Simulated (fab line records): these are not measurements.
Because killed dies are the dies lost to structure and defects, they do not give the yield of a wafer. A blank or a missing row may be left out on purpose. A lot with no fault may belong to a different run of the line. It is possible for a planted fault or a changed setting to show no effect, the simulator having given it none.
fab line records | flow n5Finfet
record: lots: 7 | wafers: 21
route steps=1938 shown PMOS_HMC_CHANNEL_EPI@63 FIN_CUT@155 SD_EPI_N@263 SDB@350 HKMG_FIN@396
startH: hours from the record's opening day to when the first of the lot's shown wafers began | waitH: how many hours have passed since the lot's step before this one | " same as the row above | L1.1+2: a row that stands for several wafers | - no value present, or no start provided | * or withheld: withheld | < > ~ a bound
route shown NAME@n: names a module that has steps shown in the file, with the first one's number in the route | usual: average and standard deviation across the fault-free wafers | same: alike in all rows | chamber/n: place in a boat | sites: the reading at each site | _std_site: the standard deviation of these | _edge_site: mean of outer sites minus mean of inner sites | radiusMm: for every site, how far away it sits from the centre of the wafer | mask NAME#n: copy n | behind: tool/chamber where the wafer was last shaped | hold: why the lot was held/for how many hours/how that ended | device: names the non-switching transistor (n, p or np) | end of line: the same wafers' tests at the end of the route | step lacking rows: just its recipe | killed: dies lost to structure and defects at the first sort, not the wafer's yield | map: per-die view of a wafer (x killed, . not killed, _ where there is no die)
set.NAME: the setting the step ran with; set.NAME@STEP: the setting that earlier step ran with | model.NAME: the simulator's own value behind a step, which no gauge read
one table per step and one row per wafer, for lots whose settings were changed on purpose
== steps ==
step: N5_PMOS_HMC_CHANNEL_EPI_PEB_07
recipe: pebTempC: 110 | pebTimeS: 60 | resist: CAR-ArF-block
lot.wafer  | tool          | chamber | startH | waitH | set.pebTimeS
L074.2+5+6 | lithoTrack-04 | 0       | 16.92  | 0.0   | 60
L079.1     | lithoTrack-05 | 0       | 47.67  | 0.1   | 60
L079.2+6   | "             | 0       | "      | "     | 48.12
L080.1+4+5 | lithoTrack-04 | 0       | 53.38  | 0.1   | 60
L084.1+3   | lithoTrack-03 | 0       | 77.89  | 0.1   | 60
L084.6     | "             | 0       | "      | "     | 69.15
L087.4     | lithoTrack-05 | 0       | 95.66  | 0.0   | 55.7
L087.5+6   | "             | 0       | "      | "     | 60
L088.2+4+5 | lithoTrack-05 | 0       | 101.41 | 0.0   | 60
L091.1     | lithoTrack-05 | 0       | 119.15 | 0.1   | 46.8
L091.2+4   | "             | 0       | "      | "     | 60
step: N5_PMOS_HMC_CHANNEL_EPI_DEVELOP_08
recipe: developTimeS: 30 | developer: TMAH | resist: CAR-ArF-block | devTempC: 23 | rinseLiquid: diw | dry: airSpin
step: N5_PMOS_HMC_CHANNEL_EPI_CD_MEAS_09
recipe: targetCdNm: 237.4 | landingEnergyEv: 500 | detector: seInlens
usual: cdNm: 237.1/0.9
lot.wafer | tool     | chamber | startH | waitH | set.pebTimeS@PMOS_HMC_CHANNEL_EPI_PEB_07 | cdNm
L074.2    | cdSem-01 | 0       | 16.99  | -     | 60                                       | 238.7
L074.5    | "        | 0       | "      | "     | 60                                       | 236.7
L074.6    | "        | 0       | "      | "     | 60                                       | 238.8
L079.1    | cdSem-03 | 0       | 47.74  | -     | 60                                       | 236.9
L079.2    | "        | 0       | "      | "     | 48.12                                    | 231.4
L079.6    | "        | 0       | "      | "     | 48.12                                    | 232.1
L080.1    | cdSem-02 | 0       | 53.44  | -     | 60                                       | 237.9
L080.4    | "        | 0       | "      | "     | 60                                       | 236.2
L080.5    | "        | 0       | "      | "     | 60                                       | 235.8
L084.1    | cdSem-01 | 0       | 77.96  | -     | 60                                       | 241.7
L084.3    | "        | 0       | "      | "     | 60                                       | 236.5
L084.6    | "        | 0       | "      | "     | 69.15                                    | 247.1
L087.4    | cdSem-03 | 0       | 95.72  | -     | 55.7                                     | 233.6
L087.5    | "        | 0       | "      | "     | 60                                       | 238.4
L087.6    | "        | 0       | "      | "     | 60                                       | 237.3
L088.2    | cdSem-03 | 0       | 101.47 | -     | 60                                       | 236.4
L088.4    | "        | 0       | "      | "     | 60                                       | 238.6
L088.5    | "        | 0       | "      | "     | 60                                       | 238.1
L091.1    | cdSem-01 | 0       | 119.22 | -     | 46.8                                     | 227.6
L091.2    | "        | 0       | "      | "     | 60                                       | 235.8
L091.4    | "        | 0       | "      | "     | 60                                       | 236.3
step: N5_PMOS_HMC_CHANNEL_EPI_DESCUM_14
recipe: chemistry: O2 | timeS: 7.9 | sourcePowerW: 50 | biasPowerW: 20 | pressureMtorr: 20 | rfFrequencyHz: 2.712e+07 | tempC: 40 | resist: CAR-ArF-block | o2FlowSccm: 225
lot.wafer | tool       | chamber | startH | waitH | set.pebTimeS@PMOS_HMC_CHANNEL_EPI_PEB_07 | model.PMOS_HMC_CHANNEL_EPI.cdNm
L074.2    | rieDiel-06 | 1       | 17.10  | 0.0   | 60                                       | 238.9
L074.5    | "          | 2       | "      | "     | 60                                       | 236.6
L074.6    | "          | 1       | "      | "     | 60                                       | 239
L079.1    | rieDiel-06 | 0       | 48.07  | 0.3   | 60                                       | 237
L079.2    | "          | 1       | "      | "     | 48.12                                    | 231.1
L079.6    | "          | 1       | "      | "     | 48.12                                    | 232
L080.1    | rieDiel-05 | 1       | 53.54  | 0.0   | 60                                       | 238
L080.4    | "          | 3       | "      | "     | 60                                       | 236
L080.5    | "          | 1       | "      | "     | 60                                       | 235.7
L084.1    | rieDiel-06 | 2       | 78.48  | 0.5   | 60                                       | 242.2
L084.3    | "          | 0       | "      | "     | 60                                       | 236.2
L084.6    | "          | 2       | "      | "     | 69.15                                    | 247.2
L087.4    | rieDiel-05 | 2       | 95.81  | 0.0   | 55.7                                     | 233.6
L087.5    | "          | 3       | "      | "     | 60                                       | 238.3
L087.6    | "          | 2       | "      | "     | 60                                       | 237.6
L088.2    | rieDiel-01 | 2       | 101.67 | 0.1   | 60                                       | 236.4
L088.4    | "          | 3       | "      | "     | 60                                       | 238.9
L088.5    | "          | 3       | "      | "     | 60                                       | 238.4
L091.1    | rieDiel-06 | 3       | 119.31 | 0.0   | 46.8                                     | 227.3
L091.2    | "          | 1       | "      | "     | 60                                       | 236
L091.4    | "          | 2       | "      | "     | 60                                       | 236.8
step: N5_FIN_CUT_COAT_19
recipe: resist: SiARC | tempC: 220 | timeS: 60 | spinRpm: 1500 | resistThkNm: 20
lot.wafer  | tool          | chamber | startH | waitH | set.spinRpm | model.SiARC_of_FIN_CUT_COAT_19.thkNm
L074.2+5   | lithoTrack-03 | 0       | -      | -     | 1500        | 20
L074.6     | "             | 0       | "      | "     | 1583        | 19.4
L079.1     | lithoTrack-02 | 0       | -      | -     | 1420        | 20.6
L079.2+6   | "             | 0       | "      | "     | 1500        | 20
L080.1     | lithoTrack-03 | 0       | -      | -     | 1500        | 20
L080.4+5   | "             | 0       | "      | "     | 1356        | 21
L084.1+3   | lithoTrack-04 | 0       | -      | -     | 1500        | 20
L084.6     | "             | 0       | "      | "     | 1394        | 20.6
L087.4     | lithoTrack-03 | 0       | -      | -     | 1437        | 20.4
L087.5+6   | "             | 0       | "      | "     | 1500        | 20
L088.2+4+5 | lithoTrack-03 | 0       | -      | -     | 1500        | 20
L091.1+4   | lithoTrack-02 | 0       | -      | -     | 1637        | 19.2
L091.2     | "             | 0       | "      | "     | 1500        | 20
step: N5_FIN_CUT_COAT_02
recipe: resist: CAR-EUV | spinRpm: 1500 | resistThkNm: 30
lot.wafer  | tool          | chamber | startH | waitH | set.spinRpm | model.CAR-EUV_of_FIN_CUT_COAT_02.thkNm
L074.2+6   | lithoTrack-03 | 0       | -      | -     | 1500        | 30
L074.5     | "             | 0       | "      | "     | 1547        | 29.6
L079.1+2   | lithoTrack-02 | 0       | -      | -     | 1336        | 32
L079.6     | "             | 0       | "      | "     | 1500        | 30.2
L080.1     | lithoTrack-03 | 0       | -      | -     | 1500        | 30
L080.4+5   | "             | 0       | "      | "     | 1393        | 31
L084.1+3+6 | lithoTrack-04 | 0       | -      | -     | 1500        | 30
L087.4+5+6 | lithoTrack-03 | 0       | -      | -     | 1500        | 30
L088.2+4+5 | lithoTrack-03 | 0       | -      | -     | 1500        | 30
L091.1     | lithoTrack-02 | 0       | -      | -     | 1500        | 29.8
L091.2+4   | "             | 0       | "      | "     | 1500        | 30
step: N5_FIN_CUT_EBR_04
recipe: solvent: PGMEA | ebrWidthMm: 1.5
step: N5_FIN_CUT_SOFTBAKE_03
recipe: tempC: 110 | timeS: 60 | resist: CAR-EUV
step: N5_FIN_CUT_DESCUM_13
recipe: chemistry: O2 | timeS: 7 | sourcePowerW: 50 | biasPowerW: 20 | pressureMtorr: 20 | rfFrequencyHz: 2.712e+07 | tempC: 40 | resist: CAR-EUV | o2FlowSccm: 225
step: N5_FIN_CUT_ETCH_30
recipe: chemistry: N2/H2 | target: underlayer | targetDepthA: 130 | maskMaterial: CAR-EUV | timeS: 10.4 | ionEnergyEv: 200 | pressureMtorr: 30 | sourceW: 840 | biasW: 150 | n2FlowSccm: 200 | h2FlowSccm: 200 | ends: cleared
lot.wafer  | tool       | chamber | startH | waitH | set.spinRpm@FIN_CUT_COAT_02 | model.CAR-EUV_of_FIN_CUT_COAT_02.thkNm
L074.2+6   | rieDiel-01 | 2,3     | 27.10  | 0.0   | 1500                        | 14.6
L074.5     | "          | 0       | "      | "     | 1547                        | 14.2
L079.1     | rieDiel-01 | 2       | 60.33  | 0.0   | 1336                        | 16.4
L079.2     | "          | 3       | "      | "     | 1336                        | 16.6
L079.6     | "          | 0       | "      | "     | 1500                        | 14.6
L080.1     | rieDiel-06 | 2       | 65.81  | 0.0   | 1500                        | 14.4
L080.4+5   | "          | 3       | "      | "     | 1393                        | 15.6
L084.1     | rieDiel-06 | 0       | 89.30  | 0.0   | 1500                        | 14.6
L084.3+6   | "          | 3       | "      | "     | 1500                        | 14.4
L087.4+6   | rieDiel-06 | 1,3     | 106.22 | 0.0   | 1500                        | 14.6
L087.5     | "          | 2       | "      | "     | 1500                        | 14.4
L088.2+4+5 | rieDiel-01 | 3,1,2   | 111.48 | 0.0   | 1500                        | 14.6
L091.1+4   | rieDiel-06 | 3,2     | 128.99 | 0.0   | 1500                        | 14.4
L091.2     | "          | 1       | "      | "     | 1500                        | 14.6
step: N5_FIN_CUT_ETCH_20
recipe: chemistry: CF4 | target: SiARC | targetDepthA: 260 | maskMaterial: CAR-EUV | timeS: 43.3 | ionEnergyEv: 80 | pressureMtorr: 40 | sourceW: 545 | biasW: 36 | Ar_flow_sccm: 100 | cf4FlowSccm: 100 | ends: cleared
lot.wafer | tool       | chamber | startH | waitH | set.spinRpm@FIN_CUT_COAT_19 | model.etch.depthNm
L074.2    | rieDiel-01 | 2       | 27.12  | 0.0   | 1500                        | 19.96
L074.5    | "          | 0       | "      | "     | 1500                        | 19.93
L074.6    | "          | 3       | "      | "     | 1583                        | 19.46
L079.1    | rieDiel-01 | 2       | 60.35  | 0.0   | 1420                        | 20.53
L079.2    | "          | 3       | "      | "     | 1500                        | 20.06
L079.6    | "          | 0       | "      | "     | 1500                        | 19.99
L080.1    | rieDiel-06 | 2       | 65.83  | 0.0   | 1500                        | 19.93
L080.4    | "          | 3       | "      | "     | 1356                        | 20.96
L080.5    | "          | 3       | "      | "     | 1356                        | 21.07
L084.1    | rieDiel-06 | 0       | 89.32  | 0.0   | 1500                        | 19.91
L084.3    | "          | 3       | "      | "     | 1500                        | 19.98
L084.6    | "          | 3       | "      | "     | 1394                        | 20.64
L087.4    | rieDiel-06 | 1       | 106.24 | 0.0   | 1437                        | 20.46
L087.5    | "          | 2       | "      | "     | 1500                        | 19.99
L087.6    | "          | 3       | "      | "     | 1500                        | 19.97
L088.2    | rieDiel-01 | 3       | 111.50 | 0.0   | 1500                        | 19.94
L088.4    | "          | 1       | "      | "     | 1500                        | 19.99
L088.5    | "          | 2       | "      | "     | 1500                        | 19.97
L091.1    | rieDiel-06 | 3       | 129.01 | 0.0   | 1637                        | 19.27
L091.2    | "          | 1       | "      | "     | 1500                        | 20.07
L091.4    | "          | 2       | "      | "     | 1637                        | 19.22
step: N5_SD_EPI_N_COAT_33
recipe: resist: SiARC | tempC: 220 | timeS: 60 | spinRpm: 1500 | resistThkNm: 35
lot.wafer  | tool          | chamber | startH | waitH | set.spinRpm | model.SiARC_of_SD_EPI_N_COAT_33.thkNm
L074.2     | lithoTrack-01 | 0       | -      | -     | 1500        | 34.8
L074.5     | "             | 0       | "      | "     | 1500        | 35
L074.6     | "             | 0       | "      | "     | 1500        | 35.2
L079.1     | lithoTrack-01 | 0       | -      | -     | 1500        | 35.2
L079.2+6   | "             | 0       | "      | "     | 1431        | 35.8
L080.1+4+5 | lithoTrack-03 | 0       | -      | -     | 1500        | 35
L084.1+6   | lithoTrack-03 | 0       | -      | -     | 1500        | 35
L084.3     | "             | 0       | "      | "     | 1420        | 36
L087.4     | lithoTrack-03 | 0       | -      | -     | 1338        | 37
L087.5     | "             | 0       | "      | "     | 1500        | 34.8
L087.6     | "             | 0       | "      | "     | 1500        | 35
L088.2+5   | lithoTrack-02 | 0       | -      | -     | 1500        | 35
L088.4     | "             | 0       | "      | "     | 1500        | 35.2
L091.1     | lithoTrack-01 | 0       | -      | -     | 1563        | 34.2
L091.2     | "             | 0       | "      | "     | 1500        | 35
L091.4     | "             | 0       | "      | "     | 1500        | 34.8
step: N5_SD_EPI_N_DESCUM_14
recipe: chemistry: O2 | timeS: 7.9 | sourcePowerW: 50 | biasPowerW: 20 | pressureMtorr: 20 | rfFrequencyHz: 2.712e+07 | tempC: 40 | resist: CAR-ArF-block | o2FlowSccm: 225
lot.wafer  | tool       | chamber | startH | waitH | set.timeS
L074.2     | rieDiel-04 | 0       | 49.18  | 0.0   | 7.9
L074.5+6   | "          | 0,1     | "      | "     | 7.069
L079.1+6   | rieDiel-03 | 2,1     | 81.22  | 0.1   | 7.9
L079.2     | "          | 3       | "      | "     | 6.594
L080.1+4   | rieDiel-03 | 2,1     | 87.90  | 0.1   | 6.964
L080.5     | "          | 3       | "      | "     | 7.9
L084.1+6   | rieDiel-04 | 3,2     | 111.36 | 0.0   | 6.48
L084.3     | "          | 2       | "      | "     | 7.9
L087.4+5   | rieDiel-04 | 0,3     | 128.69 | 0.0   | 9.527
L087.6     | "          | 2       | "      | "     | 7.9
L088.2+4+5 | rieDiel-04 | 2,0,1   | 133.27 | 0.0   | 7.9
L091.1     | rieDiel-02 | 0       | 149.71 | 0.0   | 7.9
L091.2+4   | "          | 2,1     | "      | "     | 6.647
step: N5_SD_EPI_N_ETCH_34
recipe: chemistry: CF4 | target: SiARC | targetDepthA: 455 | maskMaterial: CAR-ArF-block | timeS: 75.8 | ionEnergyEv: 80 | pressureMtorr: 40 | sourceW: 545 | biasW: 36 | Ar_flow_sccm: 100 | cf4FlowSccm: 100 | ends: cleared
lot.wafer | tool       | chamber | startH | waitH | set.spinRpm@SD_EPI_N_COAT_33 | model.etch.depthNm
L074.2    | rieDiel-04 | 0       | 49.21  | 0.0   | 1500                         | 34.89
L074.5    | "          | 0       | "      | "     | 1500                         | 35.08
L074.6    | "          | 1       | "      | "     | 1500                         | 35.13
L079.1    | rieDiel-03 | 2       | 81.26  | 0.0   | 1500                         | 35.13
L079.2    | "          | 3       | "      | "     | 1431                         | 35.73
L079.6    | "          | 1       | "      | "     | 1431                         | 35.86
L080.1+5  | rieDiel-03 | 2,3     | 87.94  | 0.0   | 1500                         | 35
L080.4    | "          | 1       | "      | "     | 1500                         | 34.92
L084.1    | rieDiel-04 | 3       | 111.40 | 0.0   | 1500                         | 34.95
L084.3    | "          | 2       | "      | "     | 1420                         | 36.02
L084.6    | "          | 2       | "      | "     | 1500                         | 35
L087.4    | rieDiel-04 | 0       | 128.73 | 0.0   | 1338                         | 37.03
L087.5    | "          | 3       | "      | "     | 1500                         | 34.82
L087.6    | "          | 2       | "      | "     | 1500                         | 34.97
L088.2    | rieDiel-04 | 2       | 133.30 | 0.0   | 1500                         | 35.01
L088.4    | "          | 0       | "      | "     | 1500                         | 35.12
L088.5    | "          | 1       | "      | "     | 1500                         | 35
L091.1    | rieDiel-02 | 0       | 149.74 | 0.0   | 1563                         | 34.25
L091.2    | "          | 2       | "      | "     | 1500                         | 35.01
L091.4    | "          | 1       | "      | "     | 1500                         | 34.88
step: N5_SD_EPI_N_ETCH_35
recipe: chemistry: N2/H2 | target: SOC | overetchA: 1080 | maskMaterial: SiARC | tempC: 40 | ionEnergyEv: 100 | sourceW: 3000 | biasW: 133 | pressureMtorr: 20 | timeS: 486 | n2FlowSccm: 200 | h2FlowSccm: 200
lot.wafer  | tool       | chamber | startH | waitH | set.spinRpm@SD_EPI_N_COAT_33 | model.SiARC_of_SD_EPI_N_COAT_33.thkNm
L074.2+5+6 | rieDiel-04 | 0,0,1   | 49.27  | 0.0   | 1500                         | 19.6
L079.1     | rieDiel-03 | 2       | 81.31  | 0.0   | 1500                         | 19.6
L079.2     | "          | 3       | "      | "     | 1431                         | 20.4
L079.6     | "          | 1       | "      | "     | 1431                         | 20.6
L080.1+4   | rieDiel-03 | 2,1     | 87.99  | 0.0   | 1500                         | 19.6
L080.5     | "          | 3       | "      | "     | 1500                         | 20
L084.1     | rieDiel-04 | 3       | 111.45 | 0.0   | 1500                         | 20
L084.3     | "          | 2       | "      | "     | 1420                         | 20.8
L084.6     | "          | 2       | "      | "     | 1500                         | 19.8
L087.4     | rieDiel-04 | 0       | 128.79 | 0.0   | 1338                         | 21.8
L087.5+6   | "          | 3,2     | "      | "     | 1500                         | 19.8
L088.2     | rieDiel-04 | 2       | 133.36 | 0.0   | 1500                         | 19.8
L088.4     | "          | 0       | "      | "     | 1500                         | 20
L088.5     | "          | 1       | "      | "     | 1500                         | 19.6
L091.1     | rieDiel-02 | 0       | 149.80 | 0.0   | 1563                         | 19
L091.2     | "          | 2       | "      | "     | 1500                         | 19.6
L091.4     | "          | 1       | "      | "     | 1500                         | 20.2
step: N5_SDB_COAT_05
recipe: resist: CAR-ArF | spinRpm: 1500 | resistThkNm: 90
lot.wafer  | tool          | chamber | startH | waitH | set.spinRpm | model.CAR-ArF_of_SDB_COAT_05.thkNm
L074.2+5+6 | lithoTrack-05 | 0       | -      | -     | 1500        | 90
L079.1+2   | lithoTrack-05 | 0       | -      | -     | 1500        | 90.4
L079.6     | "             | 0       | "      | "     | 1500        | 90.2
L080.1     | lithoTrack-01 | 0       | -      | -     | 1500        | 90
L080.4     | "             | 0       | "      | "     | 1500        | 89.6
L080.5     | "             | 0       | "      | "     | 1608        | 87
L084.1+3+6 | lithoTrack-02 | 0       | -      | -     | 1500        | 90.4
L087.4     | lithoTrack-01 | 0       | -      | -     | 1500        | 90.2
L087.5     | "             | 0       | "      | "     | 1500        | 90
L087.6     | "             | 0       | "      | "     | 1626        | 86.4
L088.2     | lithoTrack-02 | 0       | -      | -     | 1500        | 90.2
L088.4     | "             | 0       | "      | "     | 1500        | 90.4
L088.5     | "             | 0       | "      | "     | 1500        | 90
L091.1     | lithoTrack-02 | 0       | -      | -     | 1593        | 87.6
L091.2+4   | "             | 0       | "      | "     | 1500        | 90.4
step: N5_HKMG_FIN_PEB_47
recipe: pebTempC: withheld | pebTimeS: 60 | resist: CAR-ArF
lot.wafer  | tool          | chamber | startH | waitH | set.pebTimeS
L074.2     | lithoTrack-04 | 0       | 72.21  | 0.0   | 60
L074.5+6   | "             | 0       | "      | "     | 54.64
L079.1+2+6 | lithoTrack-04 | 0       | 103.22 | 0.1   | 60
L080.1     | lithoTrack-03 | 0       | 112.46 | 0.1   | 60
L080.4+5   | "             | 0       | "      | "     | 46.73
L084.1+3   | lithoTrack-04 | 0       | 133.41 | 0.1   | 71.97
L084.6     | "             | 0       | "      | "     | 60
L087.4+6   | lithoTrack-03 | 0       | 150.19 | 0.0   | 49.09
L087.5     | "             | 0       | "      | "     | 60
L088.2+4+5 | lithoTrack-03 | 0       | 156.23 | 0.0   | 60
L091.1+2+4 | lithoTrack-02 | 0       | 172.00 | 0.1   | 60
step: N5_HKMG_FIN_DEVELOP_48
recipe: developTimeS: 30 | developer: TMAH | resist: CAR-ArF | rinseLiquid: diw | dry: airSpin | devTempC: 23
lot.wafer  | tool          | chamber | startH | waitH | set.developTimeS
L074.2+5   | lithoTrack-04 | 0       | -      | -     | 32.06
L074.6     | "             | 0       | "      | "     | 30
L079.1     | lithoTrack-04 | 0       | -      | -     | 27.05
L079.2+6   | "             | 0       | "      | "     | 30
L080.1+4+5 | lithoTrack-03 | 0       | -      | -     | 30
L084.1     | lithoTrack-04 | 0       | -      | -     | 27.11
L084.3+6   | "             | 0       | "      | "     | 30
L087.4+6   | lithoTrack-03 | 0       | -      | -     | 30
L087.5     | "             | 0       | "      | "     | 31.87
L088.2+4+5 | lithoTrack-03 | 0       | -      | -     | 30
L091.1+2   | lithoTrack-02 | 0       | -      | -     | 30
L091.4     | "             | 0       | "      | "     | 32.72
step: N5_HKMG_FIN_CD_MEAS_49
recipe: targetCdNm: 202 | landingEnergyEv: 500 | detector: seInlens | polarity: opening
usual: cdNm: 202.4/0.5
lot.wafer | tool     | chamber | startH | waitH | set.pebTimeS@HKMG_FIN_PEB_47 | cdNm
L074.2    | cdSem-03 | 0       | 72.28  | -     | 60                           | 202.6
L074.5    | "        | 0       | "      | "     | 54.64                        | 200.0
L074.6    | "        | 0       | "      | "     | 54.64                        | 199.4
L079.1    | cdSem-01 | 0       | 103.29 | -     | 60                           | 202.6
L079.2    | "        | 0       | "      | "     | 60                           | 202.8
L079.6    | "        | 0       | "      | "     | 60                           | 202.9
L080.1    | cdSem-02 | 0       | 112.53 | -     | 60                           | 202.3
L080.4    | "        | 0       | "      | "     | 46.73                        | 194.2
L080.5    | "        | 0       | "      | "     | 46.73                        | 193.9
L084.1    | cdSem-03 | 0       | 133.47 | -     | 71.97                        | 206.7
L084.3    | "        | 0       | "      | "     | 71.97                        | 207.2
L084.6    | "        | 0       | "      | "     | 60                           | 202.7
L087.4    | cdSem-03 | 0       | 150.26 | -     | 49.09                        | 195.4
L087.5    | "        | 0       | "      | "     | 60                           | 201.8
L087.6    | "        | 0       | "      | "     | 49.09                        | 195.3
L088.2    | cdSem-03 | 0       | 156.30 | -     | 60                           | 201.9
L088.4    | "        | 0       | "      | "     | 60                           | 202.5
L088.5    | "        | 0       | "      | "     | 60                           | 202.4
L091.1    | cdSem-01 | 0       | 172.07 | -     | 60                           | 202.2
L091.2    | "        | 0       | "      | "     | 60                           | 202.5
L091.4    | "        | 0       | "      | "     | 60                           | 202.8
step: N5_HKMG_FIN_ETCH_86
recipe: chemistry: N2/H2 | target: SOC | targetDepthA: 3932 | stopOn: TiN | ionEnergyEv: 100 | biasW: 61 | pressureMtorr: 30 | sourceW: 850 | n2FlowSccm: 200 | h2FlowSccm: 200
lot.wafer | tool       | chamber | startH | waitH | set.targetDepthA | model.SOC_of_HKMG_FIN_COAT_85.thkNm
L074.2+5  | rieDiel-02 | 1       | 77.18  | -     | 3932             | 22
L074.6    | "          | 2       | "      | "     | 4357             | 8.6
L079.1+6  | rieDiel-04 | 3       | 108.73 | -     | 4055             | 9.6
L079.2    | "          | 2       | "      | "     | 3932             | 18.4
L080.1    | rieDiel-02 | 3       | 117.30 | -     | 3932             | 11.8
L080.4    | "          | 0       | "      | "     | 3932             | 19
L080.5    | "          | 3       | "      | "     | 3765             | 24
L084.1    | rieDiel-02 | 0       | 138.62 | -     | 3485             | 51.2
L084.3    | "          | 3       | "      | "     | 3932             | 12
L084.6    | "          | 0       | "      | "     | 3932             | 19.2
L087.4    | rieDiel-02 | 1       | 155.26 | -     | 3932             | 23.2
L087.5    | "          | 3       | "      | "     | 4255             | 8.6
L087.6    | "          | 2       | "      | "     | 3932             | 15
L088.2+4  | rieDiel-03 | 2       | 161.34 | -     | 3932             | 18
L088.5    | "          | 3       | "      | "     | 3932             | 18.8
L091.1    | rieDiel-03 | 2       | 177.46 | -     | 3631             | 39.6
L091.2    | "          | 1       | "      | "     | 3932             | 15
L091.4    | "          | 2       | "      | "     | 3932             | 18
== key ==
split: step: N5_PMOS_HMC_CHANNEL_EPI_PEB_07 | setting: pebTimeS | stated: 60 | by: wafer
response: step: N5_PMOS_HMC_CHANNEL_EPI_CD_MEAS_09 | reading: cdNm | change: +0.379 | per: 1% | r: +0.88
response: step: N5_PMOS_HMC_CHANNEL_EPI_DESCUM_14 | reading: model.PMOS_HMC_CHANNEL_EPI.cdNm | change: +0.397 | per: 1% | r: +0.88
split: step: N5_FIN_CUT_COAT_19 | setting: spinRpm | stated: 1500 | by: wafer
response: step: N5_FIN_CUT_COAT_19 | reading: model.SiARC_of_FIN_CUT_COAT_19.thkNm | change: -0.0971 | per: 1% | r: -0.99
response: step: N5_FIN_CUT_ETCH_20 | reading: model.etch.depthNm | change: -0.0997 | per: 1% | r: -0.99
split: step: N5_FIN_CUT_COAT_02 | setting: spinRpm | stated: 1500 | by: wafer
response: step: N5_FIN_CUT_COAT_02 | reading: model.CAR-EUV_of_FIN_CUT_COAT_02.thkNm | change: -0.156 | per: 1% | r: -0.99
response: step: N5_FIN_CUT_ETCH_30 | reading: model.CAR-EUV_of_FIN_CUT_COAT_02.thkNm | change: -0.17 | per: 1% | r: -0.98
split: step: N5_SD_EPI_N_COAT_33 | setting: spinRpm | stated: 1500 | by: wafer
response: step: N5_SD_EPI_N_COAT_33 | reading: model.SiARC_of_SD_EPI_N_COAT_33.thkNm | change: -0.183 | per: 1% | r: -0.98
response: step: N5_SD_EPI_N_ETCH_34 | reading: model.etch.depthNm | change: -0.188 | per: 1% | r: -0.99
response: step: N5_SD_EPI_N_ETCH_35 | reading: model.SiARC_of_SD_EPI_N_COAT_33.thkNm | change: -0.187 | per: 1% | r: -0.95
split: step: N5_SD_EPI_N_DESCUM_14 | setting: timeS | stated: 7.9 | by: wafer
response none clear
split: step: N5_SDB_COAT_05 | setting: spinRpm | stated: 1500 | by: wafer
response: step: N5_SDB_COAT_05 | reading: model.CAR-ArF_of_SDB_COAT_05.thkNm | change: -0.427 | per: 1% | r: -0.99
split: step: N5_HKMG_FIN_PEB_47 | setting: pebTimeS | stated: 60 | by: wafer
response: step: N5_HKMG_FIN_CD_MEAS_49 | reading: cdNm | change: +0.315 | per: 1% | r: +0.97
split: step: N5_HKMG_FIN_DEVELOP_48 | setting: developTimeS | stated: 30 | by: wafer
response none clear
split: step: N5_HKMG_FIN_ETCH_86 | setting: targetDepthA | stated: 3932 | by: wafer
response: step: N5_HKMG_FIN_ETCH_86 | reading: model.SOC_of_HKMG_FIN_COAT_85.thkNm | change: -2.19 | per: 1% | r: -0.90
